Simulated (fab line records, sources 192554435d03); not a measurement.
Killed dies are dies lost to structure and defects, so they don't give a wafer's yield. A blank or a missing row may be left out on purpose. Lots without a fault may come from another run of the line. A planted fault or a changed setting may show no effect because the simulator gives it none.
fab line records | flow n5_finfet
record lots=23 wafers=69 last_day=17
route steps=1938 shown BEOL_M7@1283 BEOL_M8@1349
lots that met no fault: from a run of the same line without faults
start_h: hours from the record's first day to the start of the lot's first wafer shown | wait_h: hours since the lot's step before | " the same as in the row above | L1.1+2: a row that stands for several wafers | - no value, or no start given | * or withheld: withheld | < > ~ a bound
route shown NAME@n: a module of which the file shows steps, and the number in the route of the first | usual: mean/standard deviation of fault-free wafers | same: alike in all rows | chamber/n: place in a boat | sites: the reading at each site | _std_site: their standard deviation | _edge_site: outer sites' mean less inner sites' | radius_mm: how far each site lies from the wafer's centre | mask NAME#n: copy n | behind: the tool/chamber that last shaped the wafer | hold: why the lot was held/for how many hours/how that ended | device: the transistor (n, p or np) that didn't switch | end of line: the same wafers' tests at the end of the route | a step without rows: its recipe alone | killed: dies lost to structure and defects at the first sort, not the wafer's yield | map: a wafer's dies, x killed, . not, _ none there
set.NAME: the setting as run; set.NAME@STEP: as run at that earlier step | model.NAME: the simulator's own value behind a step, which no gauge read
steps of the route over a sample of lots; a table a step, a row a wafer
services: from which hour (start_h, from the record's first day; less than 0 if before it) a tool's chamber was out of use, for how many hours, and why
## steps
# step N5_BEOL_M7_STRIP_67
# recipe chemistry=CF4 resist=SiARC power_w=300 bias_power_w=75 pressure_mtorr=50 cf4_flow_sccm=150 rf_frequency_hz=6e+07
# usual drypump_motor_current_A=5.8/0.4 oes_product_au=0.80/0.06 rf_vpp_V=271.3/1.6 showerhead_plenum_p_Torr=1.81/0.061 throttle_valve_pct=13.54/0.17
# columns lot.wafer tool chamber start_h wait_h drypump_motor_current_A oes_product_au rf_hours_counter_h rf_vpp_V showerhead_plenum_p_Torr throttle_valve_pct
L074.2 rie_diel-01 2 198.60 0.0 5.2 0.80 109 270.2 1.74 13.64
L074.3 " 1 " " 6.3 0.83 67 270.7 1.76 13.32
L074.5 " 2 " " 5.2 0.80 - 269.7 1.74 13.64
L076.1 rie_diel-04 1 201.89 0.0 5.8 0.84 56 273.5 1.91 13.57
L076.2 " 0 " " 5.1 0.75 165 270.8 1.78 13.53
L076.5 " 1 " " 5.8 0.84 - 274.0 1.91 13.59
L075.2 rie_diel-05 0 210.89 0.0 5.9 0.93 19 273.3 1.84 13.43
L075.3 " 2 " " 5.3 0.77 118 270.6 1.80 13.74
L075.4 " 3 " " 6.2 0.71 233 271.8 1.86 13.82
L077.1 rie_diel-01 2 213.75 0.0 5.1 0.80 116 270.3 1.74 13.65
L077.2 " 1 " " 6.3 0.82 73 269.0 1.76 13.33
L077.3 " 3 " " 6.0 0.77 162 270.8 1.79 13.54
L078.2 rie_diel-04 3 217.78 0.0 5.7 0.91 10 273.7 1.91 13.26
L078.3 " 2 " " 5.6 0.88 24 273.2 1.91 13.27
L078.6 " 2 " " 5.6 0.88 - 273.8 1.91 13.28
L079.1 rie_diel-01 1 228.37 0.0 6.3 0.81 79 269.6 1.76 13.34
L079.4 " 1 " " 6.3 0.82 - 268.4 1.76 13.36
L079.5 " 3 " " 6.0 0.76 - 270.2 1.79 13.55
L080.2 rie_diel-05 2 231.07 0.0 5.3 0.77 124 269.9 1.80 13.75
L080.3 " 0 " " 5.9 0.91 25 271.2 1.84 13.43
L080.6 " 1 " " 6.1 0.77 - 268.3 1.74 13.67
L081.1 rie_diel-04 1 242.85 0.0 5.9 0.83 69 271.0 1.90 13.62
L081.3 " 2 " " 5.5 0.87 31 275.6 1.91 13.27
L081.6 " 2 " " 5.6 0.87 - 274.5 1.91 13.27
L083.1 rie_diel-01 3 246.81 0.0 6.0 0.76 175 270.6 1.79 13.57
L083.2 " 2 " " 5.1 0.78 129 269.5 1.74 13.67
L083.6 " 1 " " 6.3 0.80 - 270.1 1.76 13.38
L082.2 rie_diel-01 1 254.44 0.0 6.3 0.80 89 271.4 1.76 13.37
L082.3 " 2 " " 5.1 0.78 132 270.6 1.74 13.67
L082.5 " 3 " " 6.0 0.75 - 271.6 1.79 13.58
L084.2 rie_diel-05 2 254.55 0.0 5.3 0.77 130 272.9 1.80 13.79
L084.3 " 0 " " 5.9 0.90 31 270.6 1.84 13.46
L084.6 " 0 " " 5.9 0.90 - 271.0 1.84 13.48
L085.1 rie_diel-05 1 275.72 0.0 6.1 0.76 136 269.3 1.74 13.73
L085.2 " 0 " " 5.9 0.89 37 270.9 1.83 13.46
L085.3 " 2 " " 5.3 0.77 135 271.5 1.80 13.78
L088.1 rie_diel-01 1 276.28 0.0 6.3 0.79 96 269.2 1.76 13.40
L088.4 " 1 " " 6.3 0.80 - 268.8 1.76 13.39
L088.5 " 3 " " 6.0 0.75 - 272.2 1.79 13.59
L086.3 rie_diel-05 2 279.89 0.0 5.3 0.77 137 271.3 1.80 13.80
L086.5 " 2 " " 5.3 0.76 - 271.1 1.79 13.80
L086.6 " 1 " " 6.1 0.77 - 269.5 1.74 13.73
L087.3 rie_diel-05 0 282.35 0.0 5.9 0.88 40 269.4 1.83 13.49
L087.4 " 1 " " 6.1 0.77 - 270.3 1.74 13.73
L087.5 " 2 " " 5.3 0.76 - 271.8 1.79 13.78
L091.2 rie_diel-01 0 282.75 0.0 6.1 0.71 215 272.8 1.84 13.61
L091.3 " 1 " " 6.3 0.79 99 269.6 1.76 13.39
L091.6 " 1 " " 6.3 0.79 - 271.1 1.76 13.38
L090.3 rie_diel-04 1 286.07 0.0 5.8 0.80 83 272.9 1.90 13.64
L090.4 " 2 " " 5.6 0.86 38 273.0 1.91 13.29
L090.5 " 2 " " 5.6 0.86 - 273.6 1.91 13.29
L089.1 rie_diel-01 0 288.16 0.0 6.1 0.71 217 271.8 1.84 13.63
L089.2 " 3 " " 6.0 0.74 188 270.9 1.79 13.61
L089.6 " 1 " " 6.3 0.79 - 269.9 1.75 13.40
L092.1 rie_diel-04 0 306.68 0.0 5.1 0.72 195 270.7 1.78 13.60
L092.2 " 2 " " 5.6 0.85 45 272.1 1.91 13.34
L092.5 " 2 " " 5.6 0.84 - 271.8 1.91 13.30
L093.1 rie_diel-01 1 313.07 0.0 6.3 0.79 109 270.3 1.75 13.42
L093.2 " 3 " " 6.0 0.74 195 270.6 1.78 13.62
L093.5 " 0 " " 6.1 0.71 - 272.0 1.83 13.63
L094.1 rie_diel-04 3 313.70 0.0 5.7 0.85 41 273.5 1.90 13.35
L094.2 " 2 " " 5.6 0.84 47 275.0 1.91 13.32
L094.4 " 0 " " 5.1 0.72 198 270.9 1.77 13.57
L095.1 rie_diel-05 0 316.75 0.0 5.9 0.86 54 272.8 1.83 13.51
L095.3 " 1 " " 6.1 0.76 153 271.2 1.74 13.77
L095.6 " 0 " " 5.9 0.86 - 272.3 1.83 13.52
L096.2 rie_diel-01 0 336.63 0.0 6.0 0.70 231 271.6 1.83 13.64
L096.5 " 0 " " 6.0 0.70 - 271.0 1.83 13.67
L096.6 " 3 " " 6.0 0.73 - 270.6 1.78 13.64
# step N5_BEOL_M7_CD_MEAS_28
# recipe target_cd_nm=40 landing_energy_ev=500 detector=se_inlens
# usual cd_nm=39.92/0.24
# columns lot.wafer tool chamber start_h wait_h cd_nm
L074.2 cd_sem-01 0 200.82 - 39.88
L074.3 " 0 " " 40.04
L074.5 " 0 " " 39.65
L076.1 cd_sem-02 0 204.89 - 39.83
L076.2 " 0 " " 39.96
L076.5 " 0 " " 40.01
L075.2 cd_sem-01 0 212.53 - 40.34
L075.3 " 0 " " 39.99
L075.4 " 0 " " 40.31
L077.1 cd_sem-02 0 214.46 - 39.98
L077.2 " 0 " " 39.57
L077.3 " 0 " " 39.67
L078.2 cd_sem-02 0 218.98 - 39.69
L078.3 " 0 " " 39.99
L078.6 " 0 " " 39.77
L079.1 cd_sem-03 0 229.18 - 39.96
L079.4 " 0 " " 40.18
L079.5 " 0 " " 40.25
L080.2 cd_sem-03 0 232.14 - 40.25
L080.3 " 0 " " 39.85
L080.6 " 0 " " 40.12
L081.1 cd_sem-03 0 245.06 - 39.97
L081.3 " 0 " " 39.67
L081.6 " 0 " " 40.13
L083.1 cd_sem-03 0 247.45 - 40.04
L083.2 " 0 " " 40.11
L083.6 " 0 " " 40.25
L082.2 cd_sem-01 0 255.07 - 39.70
L082.3 " 0 " " 40.26
L082.5 " 0 " " 40.41
L084.2 cd_sem-02 0 255.24 - 39.74
L084.3 " 0 " " 39.55
L084.6 " 0 " " 40.04
L088.1 cd_sem-02 0 277.39 - 39.98
L088.4 " 0 " " 39.66
L088.5 " 0 " " 39.87
L085.1 cd_sem-03 0 277.58 - 39.72
L085.2 " 0 " " 39.98
L085.3 " 0 " " 40.28
L086.3 cd_sem-02 0 281.03 - 39.91
L086.5 " 0 " " 39.80
L086.6 " 0 " " 39.21
L087.3 cd_sem-02 0 282.95 - 39.72
L087.4 " 0 " " 40.21
L087.5 " 0 " " 39.91
L091.2 cd_sem-02 0 283.43 - 39.86
L091.3 " 0 " " 39.58
L091.6 " 0 " " 39.81
L090.3 cd_sem-02 0 286.97 - 39.86
L090.4 " 0 " " 39.56
L090.5 " 0 " " 39.56
L089.1 cd_sem-02 0 291.73 - 40.00
L089.2 " 0 " " 39.67
L089.6 " 0 " " 39.98
L092.1 cd_sem-02 0 308.35 - 40.12
L092.2 " 0 " " 40.06
L092.5 " 0 " " 39.79
L094.1 cd_sem-03 0 314.74 - 39.98
L094.2 " 0 " " 39.78
L094.4 " 0 " " 39.72
L093.1 cd_sem-03 0 315.08 - 40.14
L093.2 " 0 " " 40.06
L093.5 " 0 " " 39.60
L095.1 cd_sem-01 0 318.63 - 39.63
L095.3 " 0 " " 40.50
L095.6 " 0 " " 39.80
L096.2 cd_sem-03 0 337.31 - 40.10
L096.5 " 0 " " 40.03
L096.6 " 0 " " 39.61
# step N5_BEOL_M8_ETCH_61
# recipe chemistry=CF4 target=SiARC target_depth_a=455 mask_material=CAR-ArF time_s=75.8 ion_energy_ev=80 pressure_mtorr=40 source_w=545 bias_w=36 Ar_flow_sccm=100 cf4_flow_sccm=100 ends=cleared
# usual drypump_motor_current_A=5.62/0.3 etch_rf_on_time_s=75.3/1.6 oes_product_au=0.67/0.091 rf_vpp_V=184.0/1.1 showerhead_plenum_p_Torr=2.14/0.072 throttle_valve_pct=15.66/0.29
# columns lot.wafer tool chamber start_h wait_h drypump_motor_current_A etch_rf_on_time_s oes_product_au rf_hours_counter_h rf_vpp_V showerhead_plenum_p_Torr throttle_valve_pct
L074.2 rie_diel-03 3 205.99 0.0 5.93 76.2 0.72 60 185.5 2.26 15.49
L074.3 " 2 " " 6.11 77.8 0.60 231 183.1 2.13 15.60
L074.5 " 3 " " 5.92 77.2 0.71 - 185.3 2.25 15.48
L076.1 rie_diel-06 2 213.32 0.0 6.26 74.2 0.81 6 185.4 2.29 15.45
L076.2 " 1 " " 5.40 77.9 0.60 219 183.4 2.12 15.97
L076.5 " 3 " " 5.23 75.9 0.62 - 183.0 2.04 15.43
L075.2 rie_diel-06 2 218.22 0.0 6.26 75.3 0.81 7 184.9 2.29 15.44
L075.3 " 1 " " 5.41 77.7 0.60 220 183.4 2.12 15.96
L075.4 " 3 " " 5.26 76.2 0.63 181 182.4 2.04 15.43
L077.1 rie_diel-02 2 220.34 0.0 5.37 74.1 0.60 241 185.3 2.12 15.70
L077.2 " 3 " " 5.57 74.0 0.62 222 183.0 2.12 16.14
L077.3 " 0 " " 5.55 79.5 0.58 230 183.3 2.13 15.71
L078.2 rie_diel-06 3 225.01 0.0 5.22 75.7 0.62 183 182.9 2.04 15.42
L078.3 " 1 " " 5.40 77.7 0.60 222 184.1 2.12 15.96
L078.6 " 1 " " 5.40 78.3 0.60 - 183.2 2.12 15.96
L079.1 rie_diel-03 1 234.02 0.0 5.31 74.1 0.59 211 185.4 2.20 15.69
L079.4 " 3 " " 5.92 76.1 0.71 69 185.5 2.25 15.49
L079.5 " 0 " " 5.52 74.5 0.65 - 182.4 2.05 15.70
L080.2 rie_diel-06 0 238.59 0.0 5.79 75.7 0.61 198 185.6 2.21 15.76
L080.3 " 3 " " 5.17 76.3 0.61 188 183.1 2.04 15.45
L080.6 " 3 " " 5.22 76.3 0.62 - 182.7 2.04 15.44
L081.1 rie_diel-06 0 251.20 0.0 5.82 74.2 0.62 203 184.9 2.20 15.77
L081.3 " 1 " " 5.46 77.2 0.60 232 184.0 2.12 16.00
L081.6 " 0 " " 5.81 73.6 0.63 - 185.5 2.21 15.77
L083.1 rie_diel-02 0 254.83 0.0 5.56 79.7 0.56 244 185.7 2.12 15.73
L083.2 " 1 " " 5.87 75.9 0.61 237 184.5 2.20 15.94
L083.6 " 1 " " 5.87 76.2 0.60 - 185.4 2.20 15.94
L082.2 rie_diel-03 1 261.81 0.0 5.29 74.9 0.59 221 186.2 2.20 15.71
L082.3 " 0 " " 5.55 75.8 0.64 180 183.0 2.05 15.71
L082.5 " 3 " " 5.91 76.4 0.70 - 185.2 2.25 15.50
L084.2 rie_diel-03 3 264.94 0.0 5.92 76.6 0.70 80 185.3 2.25 15.53
L084.3 " 1 " " 5.30 73.3 0.59 222 183.8 2.20 15.72
L084.6 " 0 " " 5.59 74.3 0.65 - 182.2 2.05 15.72
L088.1 rie_diel-02 2 284.57 0.0 5.33 72.8 0.85 7 183.7 2.11 15.22
L088.4 " 1 " " 5.85 75.6 0.60 - 185.0 2.20 15.95
L088.5 " 3 " " 5.57 73.7 0.61 - 183.9 2.11 16.19
L085.1 rie_diel-06 1 284.77 0.0 5.42 77.2 0.60 244 184.2 2.11 16.02
L085.2 " 0 " " 5.81 73.6 0.61 215 183.7 2.20 15.78
L085.3 " 3 " " 5.19 75.1 0.61 205 181.4 2.04 15.47
L086.3 rie_diel-06 3 286.19 0.0 5.20 76.2 0.61 206 183.6 2.04 15.47
L086.5 " 1 " " 5.40 77.5 0.60 - 183.7 2.11 16.00
L086.6 " 0 " " 5.80 75.1 0.61 - 185.4 2.20 15.78
L087.3 rie_diel-02 3 288.43 0.0 5.56 73.9 0.61 251 184.7 2.11 16.20
L087.4 " 2 " " 5.41 72.7 0.84 - 184.1 2.11 15.22
L087.5 " 3 " " 5.54 73.8 0.60 - 183.1 2.11 16.20
L091.2 rie_diel-06 3 288.54 0.0 5.24 76.6 0.60 207 183.7 2.03 15.49
L091.3 " 1 " " 5.44 78.1 0.59 246 182.6 2.11 16.01
L091.6 " 1 " " 5.46 78.3 0.59 - 183.5 2.11 16.00
L090.3 rie_diel-03 2 293.49 0.0 6.14 76.3 0.82 1 184.3 2.12 15.19
L090.4 " 3 " " 5.91 77.7 0.68 93 183.1 2.24 15.54
L090.5 " 0 " " 5.56 75.2 0.63 - 181.9 2.04 15.74
L089.1 rie_diel-03 2 297.04 0.0 6.12 75.8 0.82 2 183.2 2.12 15.18
L089.2 " 0 " " 5.54 75.0 0.63 194 182.7 2.04 15.73
L089.6 " 2 " " 6.12 75.0 0.81 - 182.8 2.12 15.17
L092.1 rie_diel-02 1 316.02 0.0 5.88 75.7 0.59 261 184.6 2.19 16.00
L092.2 " 2 " " 5.38 73.8 0.81 21 184.8 2.10 15.24
L092.5 " 2 " " 5.42 73.5 0.81 - 184.8 2.11 15.24
L094.1 rie_diel-02 2 320.14 0.0 5.42 72.3 0.81 23 182.6 2.10 15.25
L094.2 " 3 " " 5.56 73.2 0.60 265 183.3 2.10 16.21
L094.4 " 3 " " 5.56 74.0 0.60 - 182.2 2.10 16.21
L093.1 rie_diel-02 0 322.17 0.0 5.55 75.2 0.80 3 183.8 2.12 15.29
L093.2 " 2 " " 5.40 72.3 0.81 24 183.8 2.10 15.25
L093.5 " 3 " " 5.55 73.5 0.60 - 183.3 2.10 16.22
L095.1 rie_diel-02 0 325.47 0.0 5.63 75.4 0.81 5 184.1 2.12 15.32
L095.3 " 0 " " 5.62 75.4 0.81 - 184.3 2.12 15.30
L095.6 " 2 " " 5.39 72.5 0.81 - 184.5 2.10 15.26
L096.2 rie_diel-02 1 342.43 0.0 5.87 74.5 0.84 5 183.6 2.19 15.48
L096.5 " 1 " " 5.88 74.3 0.85 - 184.5 2.19 15.48
L096.6 " 0 " " 5.56 76.5 0.77 - 184.1 2.11 15.32
# step N5_BEOL_M8_PRE_CLEAN_45
# recipe gas=H2/He time_s=30 temp_c=250
# usual heater_power_w=324/38 susceptor_temp_C=249.98/0.19
# columns lot.wafer tool chamber start_h wait_h heater_power_w susceptor_temp_C
L074.2 pvd_sputter-01 - 209.50 0.0 321 250.21
L074.3 " - " " 337 249.95
L074.5 " - " " 329 249.98
L076.1 pvd_sputter-01 - 215.64 0.0 319 249.99
L076.2 " - " " 320 249.93
L076.5 " - " " 346 250.25
L075.2 pvd_sputter-02 - 220.46 0.0 284 250.04
L075.3 " - " " 365 249.97
L075.4 " - " " 351 250.30
L077.1 pvd_sputter-02 - 224.90 0.0 376 249.68
L077.2 " - " " 287 249.72
L077.3 " - " " 270 250.03
L078.2 pvd_sputter-03 - 227.72 0.0 270 250.01
L078.3 " - " " 377 249.76
L078.6 " - " " 280 250.07
L079.1 pvd_sputter-02 - 237.70 0.0 373 249.91
L079.4 " - " " 354 250.01
L079.5 " - " " 287 249.83
L080.2 pvd_sputter-02 - 242.55 0.0 373 249.85
L080.3 " - " " 291 249.97
L080.6 " - " " 368 249.89
L081.1 pvd_sputter-02 - 254.38 0.0 372 250.02
L081.3 " - " " 364 250.03
L081.6 " - " " 356 250.24
L083.1 pvd_sputter-02 - 259.25 0.0 342 250.24
L083.2 " - " " 376 249.73
L083.6 " - " " 385 249.99
L082.2 pvd_sputter-02 - 265.06 0.0 388 249.84
L082.3 " - " " 277 249.90
L082.5 " - " " 292 249.94
L084.2 pvd_sputter-03 - 268.68 0.0 342 250.02
L084.3 " - " " 278 250.42
L084.6 " - " " 273 250.12
L088.1 pvd_sputter-01 - 287.58 0.0 320 250.03
L088.4 " - " " 349 250.07
L088.5 " - " " 324 250.21
L085.1 pvd_sputter-03 - 287.65 0.0 341 249.86
L085.2 " - " " 277 249.84
L085.3 " - " " 269 249.80
L086.3 pvd_sputter-02 - 288.12 0.0 368 249.88
L086.5 " - " " 269 249.81
L086.6 " - " " 354 250.12
L087.3 pvd_sputter-01 - 293.84 0.0 322 249.90
L087.4 " - " " 310 249.89
L087.5 " - " " 321 250.04
L091.2 pvd_sputter-01 - 294.08 0.0 352 250.03
L091.3 " - " " 319 249.83
L091.6 " - " " 348 250.29
L090.3 pvd_sputter-03 - 296.79 0.0 279 249.79
L090.4 " - " " 271 250.20
L090.5 " - " " 281 249.91
L089.1 pvd_sputter-01 - 299.20 0.0 345 249.94
L089.2 " - " " 327 249.98
L089.6 " - " " 346 249.87
L092.1 pvd_sputter-02 - 321.77 0.0 350 249.95
L092.2 " - " " 285 249.91
L092.5 " - " " 271 249.83
L094.1 pvd_sputter-01 - 322.28 0.0 325 249.89
L094.2 " - " " 344 249.75
L094.4 " - " " 314 250.08
L093.1 pvd_sputter-03 - 328.89 0.0 385 249.90
L093.2 " - " " 277 250.20
L093.5 " - " " 352 250.10
L095.1 pvd_sputter-01 - 332.45 0.0 324 250.25
L095.3 " - " " 316 250.25
L095.6 " - " " 318 250.17
L096.2 pvd_sputter-02 - 345.51 0.0 385 249.65
L096.5 " - " " 286 249.99
L096.6 " - " " 374 250.36
# step N5_BEOL_M8_ALD_77
# recipe material=TaN target_thk_a=20 temp_c=275 ald_precursor_family=PDMAT ald_co_reactant=NH3 pressure_torr=3 carrier_flow_sccm=1500 pulse_time_s=2 purge_time_s=3 co_reactant_purge_time_s=2 co_reactant_pulse_time_s=3 ald_cycles=40 precursor_vessel_temp_c=75 precursor_vessel_pressure_torr=26.25 precursor_vessel_carrier_sccm=1000
# usual heater_power_w=419/38 mfc_carrier_sccm=1501/4.4 susceptor_temp_C=275.02/0.15
# columns lot.wafer tool chamber start_h wait_h heater_power_w mfc_carrier_sccm since_wet_clean_h susceptor_temp_C
L074.2 ald_metal-02 1 209.56 0.0 355 1500 2949 275.03
L074.3 " 2 " " 425 1503 2949 275.22
L074.5 " 3 " " 409 1501 - 274.70
L076.1 ald_metal-01 1 215.80 0.1 419 1496 1417 274.90
L076.2 " 0 " " 454 1506 1417 275.19
L076.5 " 3 " " 376 1498 - 275.00
L075.2 ald_metal-01 0 220.61 0.1 455 1505 1422 274.98
L075.3 " 1 " " 417 1498 1422 275.17
L075.4 " 3 " " 386 1502 1422 275.37
L077.1 ald_metal-02 1 224.98 0.1 358 1501 2965 275.13
L077.2 " 3 " " 401 1502 2965 275.13
L077.3 " 0 " " 505 1496 2965 275.06
L078.2 ald_metal-01 0 227.88 0.1 452 1504 1429 275.12
L078.3 " 2 " " 430 1504 1429 275.00
L078.6 " 2 " " 431 1505 - 275.07
L079.1 ald_metal-01 3 237.77 0.0 381 1497 1439 274.95
L079.4 " 2 " " 433 1494 1439 274.92
L079.5 " 1 " " 417 1504 - 274.82
L080.2 ald_metal-01 3 242.61 0.0 374 1500 1444 274.87
L080.3 " 0 " " 456 1495 1444 275.10
L080.6 " 1 " " 414 1500 - 275.21
L081.1 ald_metal-01 1 254.44 0.0 419 1498 1456 275.34
L081.3 " 0 " " 460 1501 1456 274.99
L081.6 " 2 " " 428 1499 - 274.78
L083.1 ald_metal-01 3 259.42 0.1 384 1498 1461 274.98
L083.2 " 0 " " 453 1505 1461 275.01
L083.6 " 2 " " 425 1501 - 275.35
L082.2 ald_metal-01 2 265.14 0.1 426 1499 1466 274.93
L082.3 " 1 " " 417 1492 1466 275.12
L082.5 " 1 " " 424 1503 - 275.03
L084.2 ald_metal-02 1 268.76 0.1 362 1505 3009 275.10
L084.3 " 3 " " 415 1507 3009 275.23
L084.6 " 0 " " 492 1493 - 274.81
L088.1 ald_metal-02 3 287.64 0.0 398 1510 3027 275.23
L088.4 " 1 " " 362 1499 3027 274.90
L088.5 " 0 " " 510 1507 - 274.94
L085.1 ald_metal-01 2 287.72 0.1 414 1496 1489 274.91
L085.2 " 3 " " 379 1492 1489 274.98
L085.3 " 1 " " 421 1498 1489 274.98
L086.3 ald_metal-01 1 288.18 0.0 421 1498 1489 274.99
L086.5 " 1 " " 425 1503 - 275.21
L086.6 " 0 " " 453 1503 - 275.07
L087.3 ald_metal-03 3 293.92 0.1 445 1500 6111 274.98
L087.4 " 0 " " 414 1503 6111 275.08
L087.5 " 1 " " 404 1500 - 274.92
L091.2 ald_metal-02 2 294.16 0.1 421 1498 3034 275.18
L091.3 " 1 " " 354 1503 3034 274.91
L091.6 " 3 " " 413 1502 - 274.93
L090.3 ald_metal-03 3 296.90 0.1 443 1502 6114 274.98
L090.4 " 0 " " 407 1502 6114 275.05
L090.5 " 2 " " 322 1497 - 274.74
L089.1 ald_metal-01 2 299.49 0.3 410 1504 1501 274.93
L089.2 " 0 " " 459 1496 1501 275.02
L089.6 " 3 " " 390 1509 - 275.11
L092.1 ald_metal-01 3 321.83 0.0 383 1503 1523 275.06
L092.2 " 1 " " 425 1502 1523 274.98
L092.5 " 3 " " 393 1502 - 274.97
L094.1 ald_metal-01 2 322.38 0.1 427 1505 1524 274.77
L094.2 " 3 " " 379 1504 1524 274.89
L094.4 " 1 " " 416 1500 1524 274.79
L093.1 ald_metal-02 1 329.17 0.3 359 1499 3069 274.79
L093.2 " 2 " " 431 1503 3069 275.10
L093.5 " 2 " " 423 1503 - 274.76
L095.1 ald_metal-02 2 332.51 0.0 416 1504 3072 274.98
L095.3 " 3 " " 405 1507 3072 274.97
L095.6 " 2 " " 411 1498 - 275.26
L096.2 ald_metal-01 0 345.58 0.1 450 1512 1547 275.13
L096.5 " 1 " " 410 1502 - 274.87
L096.6 " 0 " " 454 1501 - 275.08
# step N5_BEOL_M8_SPUTTER_48
# recipe material=Cu target_thk_a=100 temp_c=-20 bias_v=60 power_w=26000 chamber_pressure_pa=0.13 time_s=1.667
# usual bias_v=60.1/0.55 substrate_temp_c=-19.99/0.11 susceptor_temp_C=-20.03/0.098 throttle_valve_pct=30.1/0.68
# columns lot.wafer tool chamber start_h wait_h bias_v substrate_temp_c susceptor_temp_C throttle_valve_pct
L074.2 pvd_sputter-03 - 210.17 0.1 60.9 -19.98 -20.05 30.3
L074.3 " - " " 60.4 -19.80 -19.89 30.4
L074.5 " - " " 60.7 -19.81 -20.10 30.2
L076.1 pvd_sputter-01 - 216.32 0.1 59.3 -20.09 -20.05 30.7
L076.2 " - " " 60.4 -19.86 -20.00 29.6
L076.5 " - " " 61.1 -20.08 -20.04 30.7
L075.2 pvd_sputter-02 - 221.12 0.1 59.3 -20.10 -20.18 30.4
L075.3 " - " " 60.9 -19.95 -20.18 29.3
L075.4 " - " " 59.8 -19.92 -19.99 30.7
L077.1 pvd_sputter-03 - 227.08 0.1 61.1 -19.99 -19.98 30.0
L077.2 " - " " 60.4 -20.09 -20.03 30.7
L077.3 " - " " 59.9 -19.97 -19.91 30.5
L078.2 pvd_sputter-02 - 230.04 1.4 59.5 -20.01 -19.85 30.2
L078.3 " - " " 60.2 -19.83 -20.03 30.3
L078.6 " - " " 59.6 -20.21 -19.85 30.1
L079.1 pvd_sputter-03 - 238.87 0.5 60.2 -19.93 -20.11 30.6
L079.4 " - " " 59.6 -19.95 -19.95 30.6
L079.5 " - " " 59.7 -20.09 -20.01 30.4
L080.2 pvd_sputter-01 - 243.15 0.1 60.7 -20.06 -20.22 29.5
L080.3 " - " " 60.0 -20.16 -19.99 30.7
L080.6 " - " " 60.2 -20.05 -20.08 29.7
L081.1 pvd_sputter-02 - 255.00 0.1 60.6 -19.82 -20.07 29.4
L081.3 " - " " 59.6 -20.07 -20.16 30.2
L081.6 " - " " 59.7 -20.01 -20.08 29.1
L083.1 pvd_sputter-03 - 260.47 0.1 59.0 -20.01 -20.05 28.8
L083.2 " - " " 61.0 -20.02 -19.91 30.7
L083.6 " - " " 60.3 -20.16 -20.05 30.1
L082.2 pvd_sputter-02 - 265.92 0.1 59.6 -19.84 -20.00 29.3
L082.3 " - " " 59.3 -19.97 -20.06 30.9
L082.5 " - " " 60.0 -20.12 -20.25 30.2
L084.2 pvd_sputter-01 - 270.64 0.1 60.2 -20.03 -19.98 29.6
L084.3 " - " " 60.4 -20.11 -20.15 30.7
L084.6 " - " " 59.7 -20.19 -20.04 30.7
L088.1 pvd_sputter-01 - 288.14 0.1 59.7 -19.91 -20.04 30.6
L088.4 " - " " 60.3 -19.72 -20.02 29.8
L088.5 " - " " 60.1 -19.83 -20.10 29.4
L085.1 pvd_sputter-03 - 288.19 0.1 59.9 -20.01 -19.83 30.1
L085.2 " - " " 60.0 -20.13 -20.10 30.5
L085.3 " - " " 60.7 -19.99 -19.94 28.9
L086.3 pvd_sputter-03 - 290.47 1.7 60.2 -20.10 -20.02 28.7
L086.5 " - " " 60.4 -19.85 -20.04 30.1
L086.6 " - " " 59.9 -19.99 -19.97 28.7
L087.3 pvd_sputter-01 - 295.08 0.5 60.3 -19.95 -20.22 30.6
L087.4 " - " " 59.7 -20.13 -20.07 29.9
L087.5 " - " " 60.8 -20.00 -19.88 30.6
L091.2 pvd_sputter-03 - 295.83 0.7 61.2 -20.04 -19.98 28.3
L091.3 " - " " 59.5 -19.77 -19.91 29.7
L091.6 " - " " 60.2 -19.86 -19.99 30.7
L090.3 pvd_sputter-02 - 298.27 0.6 60.4 -19.80 -20.05 29.5
L090.4 " - " " 60.1 -20.05 -20.06 31.0
L090.5 " - " " 60.4 -19.87 -19.95 30.9
L089.1 pvd_sputter-03 - 301.88 0.1 59.8 -19.96 -20.09 30.5
L089.2 " - " " 59.7 -20.15 -20.19 28.7
L089.6 " - " " 60.2 -20.04 -20.16 30.5
L092.1 pvd_sputter-01 - 324.22 1.7 59.6 -19.91 -20.09 30.7
L092.2 " - " " 60.0 -20.06 -19.76 29.4
L092.5 " - " " 60.8 -20.06 -20.07 30.1
L094.1 pvd_sputter-02 - 324.43 0.1 60.2 -20.08 -20.13 29.3
L094.2 " - " " 60.5 -19.89 -20.00 30.7
L094.4 " - " " 60.5 -20.01 -20.16 30.1
L093.1 pvd_sputter-03 - 329.68 0.1 60.2 -20.05 -19.99 30.7
L093.2 " - " " 59.0 -19.91 -20.03 29.1
L093.5 " - " " 59.1 -19.86 -19.88 28.8
L095.1 pvd_sputter-03 - 333.04 0.1 59.8 -20.04 -20.09 30.8
L095.3 " - " " 60.4 -19.91 -19.99 30.8
L095.6 " - " " 60.6 -19.99 -20.00 28.6
L096.2 pvd_sputter-02 - 346.28 0.1 59.5 -19.85 -20.10 29.2
L096.5 " - " " 60.5 -19.99 -20.02 31.1
L096.6 " - " " 59.3 -19.95 -19.78 30.0
## services
# columns tool chamber start_h hours kind
rie_diel-02 3 185.18 6.4 repair
ald_metal-01 - 190.92 8.7 pm
rie_diel-04 0 202.29 6.5 repair
ald_metal-01 - 202.60 1.7 repair
rie_diel-05 2 205.97 1.6 repair
ald_metal-01 2 210.73 4.0 repair
rie_diel-05 - 216.89 0.8 repair
rie_diel-03 3 225.89 3.9 repair
rie_diel-04 2 233.69 4.1 repair
rie_diel-02 2 241.87 - clean
rie_diel-02 2 241.87 - consumable_replace:focus_ring
rie_diel-02 2 241.87 24.2 scheduled_down
rie_diel-02 2 241.87 24.2 vent_cycle
ald_metal-01 2 242.19 2.9 repair
rie_diel-04 2 252.40 19.3 repair
rie_diel-06 2 279.68 6.7 repair
rie_diel-02 0 290.62 - clean
rie_diel-02 0 290.62 - consumable_replace:focus_ring
rie_diel-02 0 290.62 26.0 scheduled_down
ald_metal-03 - 322.57 8.7 pm
ald_metal-02 1 330.25 8.2 repair
rie_diel-01 2 332.04 7.0 repair
ald_metal-03 - 337.36 14.0 pm
ald_metal-02 3 342.40 6.3 repair
## key
fault none
